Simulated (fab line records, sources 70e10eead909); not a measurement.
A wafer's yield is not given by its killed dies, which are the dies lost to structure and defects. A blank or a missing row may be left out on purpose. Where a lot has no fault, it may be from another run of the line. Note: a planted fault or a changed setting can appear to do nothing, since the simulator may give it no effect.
Chamber matching ; flow nand-harc ; NHARC_P_M1_DEP_33 on pecvd-03 has 3 sister chambers
The step deposits SiCN, target thk 30 nm. 3 wafers are shown with their chamber, then 7 later ones without.

## WAFERS, EACH WITH ITS CHAMBER
wafer;chamber;heater-power-w (W)
L926.4;1;578
L927.6;2;549
L938.4;0;784

## WAFERS WHOSE CHAMBER IS MISSING
wafer;heater-power-w (W)
L938.5;564
L940.1;659
L940.3;570
L940.5;559
L942.1;585
L942.2;562
L942.5;601

## EACH ONE'S CHAMBER
wafer;from the rows above;in truth
L938.5;can't be placed: 1 or 2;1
L940.1;can't be placed: 1 or 2 or 0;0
L940.3;can't be placed: 1 or 2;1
L940.5;can't be placed: 2 or 1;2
L942.1;can't be placed: 1 or 2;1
L942.2;can't be placed: 2 or 1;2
L942.5;can't be placed: 1 or 2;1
0 of 7 placed correctly. Not placeable from these rows: 7 (in 7, the candidates include the true chamber). Wrongly placed: 0.
How it was worked out, from the rows above alone: a wafer's distance from a chamber is the root of the sum, over the readings, of the square of ((its reading less the chamber's mean) divided by the reading's scatter). If the next closest chamber is less than 2 further off than the closest, the wafer can't be placed; otherwise it belongs to the closest. A chamber's mean is the mean of its shown wafers. The scatter (one wafer shown for each chamber): square how far every hidden wafer sits from the nearest shown wafer, average those squares and take the square root.
